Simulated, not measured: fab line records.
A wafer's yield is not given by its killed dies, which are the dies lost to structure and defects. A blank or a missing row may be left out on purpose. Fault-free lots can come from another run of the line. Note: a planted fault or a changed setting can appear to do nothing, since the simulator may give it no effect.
Split-lot experiment + flow n5Finfet + 21 wafers read across 7 lots, on a route 1938 steps long

== THE SPLIT ITSELF ==
At N5_MOL_CONTACT_COAG_ETCH_106 (etches SOC in N2/H2, target depth 80 nm, overetch 16 nm, time 120 s), the setting sourceW was moved away from the recipe's 840 W on 11 of the 21 wafers read, by -16.0% to +14.5%. This setting was run at the recipe's value on the other wafers.

The reading is taken at the split's own step.

== THE READING ==
rfVppV, in V, at N5_MOL_CONTACT_COAG_ETCH_106 (etches SOC in N2/H2, target depth 80 nm, overetch 16 nm, time 120 s). Typical for fault-free wafers on this fab line: 524.7 V, with standard deviation 2.4 V.

| wafer  | tool, chamber at the split | sourceW as run, W | against the recipe | rfVppV, V | against lot-mates on the recipe |
|--------|----------------------------|-------------------|--------------------|-----------|---------------------------------|
| L074.3 | rieDiel-02, 1              | 731.5             | -12.9%             | 550.0     | +24.8                           |
| L074.4 | rieDiel-02, 0              | 731.5             | -12.9%             | 549.1     | +23.9                           |
| L074.6 | rieDiel-02, 0              | 840               | recipe             | 525.2     | -                               |
| L075.1 | rieDiel-05, 3              | 840               | recipe             | 523.4     | -                               |
| L075.3 | rieDiel-05, 2              | 840               | recipe             | 528.4     | -                               |
| L075.4 | rieDiel-05, 1              | 840               | recipe             | 521.1     | -                               |
| L079.1 | rieDiel-04, 3              | 840               | recipe             | 527.1     | -                               |
| L079.3 | rieDiel-04, 1              | 961.5             | +14.5%             | 499.0     | -26.9                           |
| L079.6 | rieDiel-04, 0              | 840               | recipe             | 524.6     | -                               |
| L083.2 | rieDiel-05, 3              | 706               | -16.0%             | 554.6     | +32.3                           |
| L083.4 | rieDiel-05, 1              | 706               | -16.0%             | 553.4     | +31.1                           |
| L083.6 | rieDiel-05, 1              | 840               | recipe             | 522.3     | -                               |
| L087.1 | rieDiel-05, 2              | 840               | recipe             | 525.7     | -                               |
| L087.4 | rieDiel-05, 3              | 916.4             | +9.1%              | 508.3     | -17.4                           |
| L087.6 | rieDiel-05, 2              | 916.4             | +9.1%              | 510.0     | -15.7                           |
| L090.3 | rieDiel-05, 2              | 938               | +11.7%             | 506.3     | -15.8                           |
| L090.4 | rieDiel-05, 2              | 938               | +11.7%             | 508.3     | -13.8                           |
| L090.5 | rieDiel-05, 3              | 840               | recipe             | 522.1     | -                               |
| L091.2 | rieDiel-04, 1              | 794.9             | -5.4%              | 532.7     | +9.6                            |
| L091.5 | rieDiel-04, 3              | 794.9             | -5.4%              | 537.8     | +14.7                           |
| L091.6 | rieDiel-04, 0              | 840               | recipe             | 523.1     | -                               |

FIT RESULTS
A straight line over all 21 wafers: rfVppV changes by -1.77 V for each +1% of sourceW; r = -0.99; the points scatter about the line by 2.2 V.
The same after taking each lot's own level away (the mean of its wafers on the recipe; 21 wafers): -1.8 V for each +1%; r = -0.99; scatter 2.6 V.
That fit puts the effect of the largest move of sourceW on the reading at 29 V.
Measured against the standard deviation above, the lots' own levels, which go from 522.10 to 525.85 V, span 1.6 times it.
Hence the lot-to-lot level has little effect on the slope; both slopes agree.
Check: with one of the wafers moved furthest among these (-16.0%) left out of the fit, the line predicts +29.3 V for it against its lot-mates. It came out at +32.3 V against them.
Tool readings at the split's step, against how far the setting was moved: rfVppV r = -0.99.

== FURTHER SPLITS ON THESE WAFERS ==
Other splits were also applied to these wafers ahead of the reading. Each is held against what the fit with the lots' levels taken away leaves over:
| other split on the same wafers      | wafers away from the commonest value | r with rfVppV (lot level and that fit taken away) |
|-------------------------------------|--------------------------------------|---------------------------------------------------|
| N5_SD_EPI_N_EPI_21 timeS            | 6                                    | +0.15                                             |
| N5_SD_EPI_P_COAT_34 spinRpm         | 3                                    | -0.22                                             |
| N5_SDB_EXPOSE_08 doseMj             | 9                                    | -0.17                                             |
| N5_SDB_ETCH_17 biasW                | 6                                    | +0.13                                             |
| N5_HKMG_FIN_PEB_10 pebTimeS         | 8                                    | -0.17                                             |
| N5_HKMG_FIN_DEVELOP_11 developTimeS | 8                                    | +0.03                                             |
| N5_HKMG_FIN_ETCH_86 targetDepthA    | 2                                    | -0.02                                             |

== FILE'S OWN FIT ==
rfVppV changes by -1.82 V for each +1% of sourceW, r = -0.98.
